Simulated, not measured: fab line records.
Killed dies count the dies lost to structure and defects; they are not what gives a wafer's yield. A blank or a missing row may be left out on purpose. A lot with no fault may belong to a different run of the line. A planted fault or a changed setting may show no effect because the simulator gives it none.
Matching of chambers | flow nandHarc | rieDiel-06 running NHARC_A_BLC_STRIP_29: 4 sister chambers
The step strips in CF4. 8 wafers are shown with their chamber, then 8 later ones without.

== WAFERS PAIRED WITH THEIR CHAMBERS ==
wafer  | chamber | showerheadPlenumPTorr (Torr) | drypumpMotorCurrentA (A)
L347.2 | 0       | 1.71                         | 5.0
L351.4 | 0       | 1.71                         | 5.0
L357.2 | 1       | 1.79                         | 5.4
L357.5 | 3       | 1.77                         | 5.4
L361.1 | 1       | 1.79                         | 5.5
L361.2 | 3       | 1.77                         | 5.4
L361.3 | 2       | 1.87                         | 5.8
L362.2 | 2       | 1.86                         | 5.8

== WAFERS WHOSE CHAMBER IS MISSING ==
wafer  | showerheadPlenumPTorr (Torr) | drypumpMotorCurrentA (A)
L362.5 | 1.79                         | 5.4
L362.6 | 1.71                         | 5.0
L365.4 | 1.70                         | 5.0
L365.5 | 1.70                         | 5.0
L365.6 | 1.79                         | 5.4
L366.1 | 1.79                         | 5.5
L366.4 | 1.86                         | 5.8
L366.6 | 1.86                         | 5.8

== WHICH CHAMBER EACH ONE RAN IN ==
wafer  | from the rows above | in truth
L362.5 | 1                   | 1
L362.6 | 0                   | 0
L365.4 | 0                   | 0
L365.5 | 0                   | 0
L365.6 | 1                   | 1
L366.1 | 1                   | 1
L366.4 | 2                   | 2
L366.6 | 2                   | 2
8 of 8 placed correctly. Can't be placed from these rows: 0. Placed wrongly: 0.
How it was worked out, from the rows above alone: a wafer's distance from a chamber is the root of the sum, over the readings, of the square of ((its reading less the chamber's mean) divided by the reading's scatter). The wafer belongs to the nearest chamber; if the next one is less than 2 further off, it can't be placed. For every chamber, the mean is computed from those of its wafers that are shown. The scatter: the root of (the sum of the squares of (reading less its chamber's mean) over the shown wafers, divided by (wafers less chambers)).
